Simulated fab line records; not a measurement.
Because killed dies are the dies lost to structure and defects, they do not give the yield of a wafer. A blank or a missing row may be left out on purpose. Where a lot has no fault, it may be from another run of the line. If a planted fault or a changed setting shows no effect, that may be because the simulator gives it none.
fab line records ; flow nand-harc
record lots=6; wafers=16; last-day=24
route steps=1159 shown A_STAIRCASE@583 END@1159
lots with no fault: from the same line, run without faults
start-h: start of the lot's first displayed wafer, in hours after the record's first day ; wait-h: hours since the lot's step before ; " unchanged from the row above ; L1.1+2: several wafers, shown together as one row ; - no value, or no start given ; * or withheld: withheld ; < > ~ a bound
route shown NAME@n: NAME is a module with steps in the file, n the number in the route of the first one ; usual: mean/standard deviation taken from wafers without a fault ; same: alike in all rows ; chamber/n: place in a boat ; sites: readings site by site ; _std_site: their standard deviation ; _edge_site: mean of outer sites minus mean of inner sites ; radius-mm: how far each site lies from the wafer's centre ; mask NAME#n: copy n ; behind: the most recent tool/chamber to have shaped the wafer ; hold: reason for holding the lot/hours on hold/outcome of the hold ; device: which transistor (n, p or np) failed to switch ; end of line: at the end of the route, the tests of the same wafers ; a step with no rows: only its recipe ; killed: dies that structure and defects cost at the first sort, which is not the same as the wafer's yield ; map: dies across one wafer; x = killed, . = not, _ = none there
set.NAME: the run value of the setting; set.NAME@STEP: its run value at that earlier step ; model.NAME: the simulator's own value behind a step, which no gauge read
lots at selected steps of the route; one table per step, one row per wafer
services: when a tool's chamber went out of use (start-h, in hours from the record's first day, below 0 if earlier), for how many hours, and the reason
## steps
# step NHARC_A_STAIRCASE_TRIM_189
# recipe time-s=211.2; o2-flow-sccm=500; ar-flow-sccm=0; bias-w=0; chemistry=O2
# step NHARC_A_STAIRCASE_ETCH_190
# recipe target-depth-a=1000; time-s=40.5; ion-energy-ev=400; c4f8-flow-sccm=20; o2-flow-sccm=10; ar-flow-sccm=withheld; rf-w=600; bias-w=1000; chemistry=C4F8/O2
# step NHARC_A_STAIRCASE_TRIM_191
# recipe time-s=211.2; o2-flow-sccm=500; ar-flow-sccm=0; bias-w=0; chemistry=O2
# usual drypump-motor-current-A=5.9/0.45; oes-product-au=0.999/0.0099; rf-vpp-V=57.8/0.86; showerhead-plenum-p-Torr=3.51/0.097; throttle-valve-pct=17.036/0.0096
lot.wafer;tool;chamber;start-h;wait-h;drypump-motor-current-A;oes-product-au;rf-hours-counter-h;rf-vpp-V;showerhead-plenum-p-Torr;throttle-valve-pct
L360.1;rie-diel-06;1;-;-;5.7;1.000;11;58.5;3.52;17.048
L360.3;rie-diel-06;2;-;-;5.4;0.992;12;57.6;3.44;17.053
L360.2;rie-diel-06;0;-;-;6.2;1.009;13;56.6;3.60;17.050
L361.3;rie-diel-06;2;-;-;5.4;1.002;13;57.6;3.44;17.043
L361.5;rie-diel-06;1;-;-;5.8;0.994;-;58.0;3.52;17.045
L361.6;rie-diel-06;2;-;-;5.4;1.006;-;57.8;3.44;17.039
L364.4;rie-diel-05;3;-;-;5.7;0.983;47;57.4;3.40;17.036
L364.2;rie-diel-05;2;-;-;6.7;0.993;44;56.9;3.67;17.043
L364.5;rie-diel-05;0;-;-;5.9;0.998;-;56.8;3.45;17.060
L369.4;rie-diel-10;0;-;-;5.5;0.990;57;59.7;3.62;17.054
L373.2;rie-diel-05;3;-;-;5.7;0.986;0;57.8;3.39;17.027
L373.4;rie-diel-05;2;-;-;6.7;1.005;0;57.4;3.66;17.024
L373.6;rie-diel-05;0;-;-;5.9;0.994;-;57.6;3.44;17.058
L375.3;rie-diel-06;1;-;-;5.7;1.015;43;57.9;3.50;17.048
L375.4;rie-diel-06;2;-;-;5.4;0.992;44;57.6;3.42;17.023
L375.5;rie-diel-06;0;-;-;6.2;0.997;-;58.2;3.58;17.017
# step NHARC_A_STAIRCASE_ETCH_192
# recipe target-depth-a=1000; time-s=40.5; ion-energy-ev=400; c4f8-flow-sccm=20; o2-flow-sccm=10; ar-flow-sccm=withheld; rf-w=600; bias-w=1000; chemistry=C4F8/O2
# step NHARC_A_STAIRCASE_TRIM_193
# recipe time-s=211.2; o2-flow-sccm=500; ar-flow-sccm=0; bias-w=0; chemistry=O2
# usual drypump-motor-current-A=5.9/0.45; oes-product-au=0.999/0.0095; rf-vpp-V=57.7/0.91; showerhead-plenum-p-Torr=3.51/0.097; throttle-valve-pct=17.037/0.0081
lot.wafer;tool;chamber;start-h;wait-h;drypump-motor-current-A;oes-product-au;rf-hours-counter-h;rf-vpp-V;showerhead-plenum-p-Torr;throttle-valve-pct
L360.2;rie-diel-06;1;-;-;5.7;0.993;11;57.9;3.52;17.037
L360.3;rie-diel-06;2;-;-;5.4;0.988;12;56.3;3.44;17.035
L360.1;rie-diel-06;3;-;-;6.1;1.009;14;57.4;3.60;17.035
L361.3;rie-diel-06;3;-;-;6.1;0.998;15;57.3;3.60;17.032
L361.6;rie-diel-06;3;-;-;6.1;1.000;-;57.3;3.60;17.054
L361.5;rie-diel-06;0;-;-;6.2;0.999;-;56.5;3.60;17.025
L364.4;rie-diel-05;2;-;-;6.7;0.995;44;59.6;3.67;17.033
L364.2;rie-diel-05;1;-;-;5.3;1.005;42;57.0;3.36;17.044
L364.5;rie-diel-05;3;-;-;5.7;0.985;-;57.4;3.40;17.023
L369.4;rie-diel-10;2;-;-;6.2;1.013;56;57.0;3.59;17.042
L373.2;rie-diel-05;2;-;-;6.7;0.996;0;58.5;3.66;17.037
L373.4;rie-diel-05;3;-;-;5.7;0.991;1;56.8;3.39;17.036
L373.6;rie-diel-05;1;-;-;5.3;0.989;-;56.8;3.36;17.044
L375.3;rie-diel-06;1;-;-;5.8;1.011;43;57.5;3.50;17.047
L375.4;rie-diel-06;3;-;-;6.2;1.004;49;56.4;3.58;17.034
L375.5;rie-diel-06;1;-;-;5.7;1.007;-;57.6;3.50;17.025
# step NHARC_A_STAIRCASE_ETCH_194
# recipe target-depth-a=1000; time-s=40.5; ion-energy-ev=400; c4f8-flow-sccm=20; o2-flow-sccm=10; ar-flow-sccm=withheld; rf-w=600; bias-w=1000; chemistry=C4F8/O2
# usual oes-product-au=0.937/0.012; rf-vpp-V=895/3.4; run-length-s=61.8/0.36
lot.wafer;tool;chamber;start-h;wait-h;oes-product-au;rf-hours-counter-h;rf-vpp-V;run-length-s
L360.1;rie-diel-06;2;-;-;0.951;12;893;61.6
L360.2;rie-diel-06;3;-;-;0.961;14;898;61.2
L360.3;rie-diel-06;0;-;-;0.957;13;899;61.7
L361.3;rie-diel-06;1;-;-;0.922;12;896;62.0
L361.5;rie-diel-06;3;-;-;0.929;-;898;61.4
L361.6;rie-diel-06;0;-;-;0.923;-;898;62.0
L364.4;rie-diel-05;3;-;-;0.914;48;891;62.0
L364.2;rie-diel-05;1;-;-;0.938;42;891;61.3
L364.5;rie-diel-05;0;-;-;0.924;-;894;62.2
L369.4;rie-diel-10;0;-;-;0.927;57;898;61.3
L373.4;rie-diel-05;0;-;-;0.927;1;893;62.3
L373.2;rie-diel-05;2;-;-;0.946;0;899;62.1
L373.6;rie-diel-05;0;-;-;0.926;-;893;62.1
L375.4;rie-diel-06;2;-;-;0.913;44;892;61.7
L375.3;rie-diel-06;0;-;-;0.925;48;898;62.2
L375.5;rie-diel-06;3;-;-;0.934;-;899;61.4
# step NHARC_A_STAIRCASE_TRIM_196
# recipe time-s=211.2; o2-flow-sccm=500; ar-flow-sccm=0; bias-w=0; chemistry=O2
# step NHARC_A_STAIRCASE_ETCH_197
# recipe target-depth-a=1000; time-s=40.5; ion-energy-ev=400; c4f8-flow-sccm=20; o2-flow-sccm=10; ar-flow-sccm=withheld; rf-w=600; bias-w=1000; chemistry=C4F8/O2
# usual oes-product-au=0.940/0.017; rf-vpp-V=895/3.8; run-length-s=61.8/0.35
lot.wafer;tool;chamber;start-h;wait-h;oes-product-au;rf-hours-counter-h;rf-vpp-V;run-length-s
L360.2;rie-diel-05;0;-;-;0.926;42;893;62.1
L360.1;rie-diel-05;1;-;-;0.923;35;888;61.4
L360.3;rie-diel-05;2;-;-;0.921;37;902;61.8
L361.3;rie-diel-06;3;-;-;0.940;15;899;61.3
L361.5;rie-diel-06;0;-;-;0.951;-;898;61.8
L361.6;rie-diel-06;1;-;-;0.934;-;896;61.4
L364.2;rie-diel-05;0;-;-;0.932;49;894;62.2
L364.4;rie-diel-05;1;-;-;0.941;42;890;61.3
L364.5;rie-diel-05;3;-;-;0.932;-;890;61.6
L369.4;rie-diel-05;3;-;-;0.953;61;890;61.7
L373.4;rie-diel-06;1;-;-;0.942;39;896;61.7
L373.2;rie-diel-06;3;-;-;0.951;42;897;61.5
L373.6;rie-diel-06;0;-;-;0.953;-;897;62.0
L375.4;rie-diel-06;0;-;-;0.943;48;897;61.9
L375.3;rie-diel-06;3;-;-;0.950;49;899;61.6
L375.5;rie-diel-06;1;-;-;0.925;-;895;62.2
# step NHARC_A_STAIRCASE_TRIM_198
# recipe time-s=211.2; o2-flow-sccm=500; ar-flow-sccm=0; bias-w=0; chemistry=O2
# step NHARC_A_STAIRCASE_ETCH_199
# recipe target-depth-a=1000; time-s=40.5; ion-energy-ev=400; c4f8-flow-sccm=20; o2-flow-sccm=10; ar-flow-sccm=withheld; rf-w=600; bias-w=1000; chemistry=C4F8/O2
# usual oes-product-au=0.937/0.012; rf-vpp-V=895/3.8; run-length-s=61.8/0.34
lot.wafer;tool;chamber;start-h;wait-h;oes-product-au;rf-hours-counter-h;rf-vpp-V;run-length-s
L360.1;rie-diel-05;0;-;-;0.937;42;891;62.5
L360.3;rie-diel-05;1;-;-;0.945;35;890;61.6
L360.2;rie-diel-05;2;-;-;0.931;37;902;62.2
L361.3;rie-diel-06;0;-;-;0.951;14;898;61.6
L361.5;rie-diel-06;1;-;-;0.942;-;895;61.5
L361.6;rie-diel-06;2;-;-;0.933;-;894;62.1
L364.2;rie-diel-05;1;-;-;0.942;42;890;61.3
L364.4;rie-diel-05;0;-;-;0.937;49;893;62.0
L364.5;rie-diel-05;1;-;-;0.946;-;890;61.6
L369.4;rie-diel-05;1;-;-;0.950;57;891;61.6
L373.4;rie-diel-06;3;-;-;0.959;42;899;61.3
L373.2;rie-diel-06;0;-;-;0.931;42;899;62.1
L373.6;rie-diel-06;0;-;-;0.932;-;898;61.6
L375.4;rie-diel-06;2;-;-;0.927;45;892;61.6
L375.3;rie-diel-06;0;-;-;0.939;49;898;61.9
L375.5;rie-diel-06;2;-;-;0.935;-;891;61.6
# step NHARC_A_STAIRCASE_TRIM_200
# recipe time-s=211.2; o2-flow-sccm=500; ar-flow-sccm=0; bias-w=0; chemistry=O2
# step NHARC_A_STAIRCASE_ETCH_201
# recipe target-depth-a=1000; time-s=40.5; ion-energy-ev=400; c4f8-flow-sccm=20; o2-flow-sccm=10; ar-flow-sccm=withheld; rf-w=600; bias-w=1000; chemistry=C4F8/O2
# usual oes-product-au=0.935/0.011; rf-vpp-V=895/3.9; run-length-s=61.8/0.38
lot.wafer;tool;chamber;start-h;wait-h;oes-product-au;rf-hours-counter-h;rf-vpp-V;run-length-s
L360.3;rie-diel-05;3;273.50;-;0.924;40;892;61.5
L360.2;rie-diel-05;0;273.50;-;0.927;42;894;62.6
L360.1;rie-diel-05;1;273.50;-;0.938;35;890;61.9
L361.3;rie-diel-06;2;275.76;-;0.942;13;893;62.0
L361.5;rie-diel-06;1;275.76;-;0.946;-;896;61.8
L361.6;rie-diel-06;2;275.76;-;0.949;-;894;61.8
L364.4;rie-diel-05;3;301.79;-;0.920;48;892;61.6
L364.2;rie-diel-05;0;301.79;-;0.925;49;894;71.5
L364.5;rie-diel-05;1;301.79;-;0.963;-;889;61.9
L369.4;rie-diel-05;0;335.28;-;0.925;65;892;71.9
L373.2;rie-diel-06;1;352.94;-;0.933;39;894;61.9
L373.4;rie-diel-06;2;352.94;-;0.936;40;892;62.0
L373.6;rie-diel-06;3;352.94;-;0.939;-;898;61.2
L375.3;rie-diel-06;3;363.15;-;0.957;50;896;61.7
L375.4;rie-diel-06;0;363.15;-;0.940;49;898;61.7
L375.5;rie-diel-06;3;363.15;-;0.959;-;897;61.6
# step NHARC_A_STAIRCASE_TRIM_202
# recipe time-s=211.2; o2-flow-sccm=500; ar-flow-sccm=0; bias-w=0; chemistry=O2
# step NHARC_END_SORT_01
# recipe temp-c=25
# usual killed-at-array=29/11; killed-at-other=0.5/0.8; killed-at-periphery=3.5/2.8; killed-dies=33/12; killed-open=3.1/1.8; killed-short=1.8/1.4
# same gross-dies=677
lot.wafer;tool;chamber;start-h;wait-h;killed-at-array;killed-at-other;killed-at-periphery;killed-dies;killed-open;killed-short
L364.2;prober-01;0;514.75;2.8;93;1;0;94;1;0
# killed by level:class
L364.2 A_STAIRCASE:area-etch=73 A_CONTACT:chamber-film-flake=4 A_M1:chamber-film-flake=4 A_CHANNEL_FILL_D1:chamber-film-flake=3 A_M0:chamber-film-flake=3 A_CHANNEL_HOLE_D1:chamber-film-flake=2 A_STAIRCASE:chamber-film-flake=2 A_CONTACT:geometric-particle:open=1
## services
tool;chamber;start-h;hours;kind
rie-diel-06;0;250.24;-;clean
rie-diel-06;1;250.24;-;clean
rie-diel-06;2;250.24;-;clean
rie-diel-06;2;250.24;-;consumable-replace:focus-ring
rie-diel-06;3;250.24;-;clean
rie-diel-06;0;274.74;-;clean
rie-diel-06;1;274.74;-;clean
rie-diel-06;2;274.74;-;clean
rie-diel-06;3;274.74;-;clean
rie-diel-05;0;278.79;4.6;repair
rie-diel-06;0;299.24;-;clean
rie-diel-06;1;299.24;-;clean
rie-diel-06;2;299.24;-;clean
rie-diel-06;3;299.24;-;clean
rie-diel-06;0;323.84;-;clean
rie-diel-06;1;323.84;-;clean
rie-diel-06;2;323.84;-;clean
rie-diel-06;3;323.84;-;clean
rie-diel-05;-;341.57;9.0;pm
rie-diel-06;0;348.35;-;clean
rie-diel-06;1;348.35;-;clean
rie-diel-06;2;348.35;-;clean
rie-diel-06;3;348.35;-;clean
rie-diel-10;-;353.50;9.0;pm
## key
first-sign step=NHARC_A_STAIRCASE_ETCH_201; reading=run-length-s; direction=up; sigmas=26; usual=*; struck=*
effect step=NHARC_END_SORT_01; reading=killed-at-array; direction=up; sigmas=5.7; usual=29; struck=93
more-kills-born-at NHARC_A_STAIRCASE_ETCH_201@rie-diel-05=73
met-at NHARC_A_STAIRCASE_ETCH_201
struck-wafers L364.2,L369.4
rows-end L369.4
tester-left-out L364
onset-between 273.50 301.79
fault kind=process-parameter-drift; tool=rie-diel-05; chamber=0; onset-h=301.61; steps=NHARC_A_STAIRCASE_ETCH_201; channel=time-s; offset=*; shape=step; acts-in=*; stated=*
# tester-left-out: of these lots the tester's yield and bins aren't shown, on N5 and GAA mostly nor the transistor test; their killed dies are dies lost to structure and defects alone, not to doping, threshold or leakage, so they don't give the yield
# rows-end: these wafers met a further fault down the route, and their rows from its step on are left out
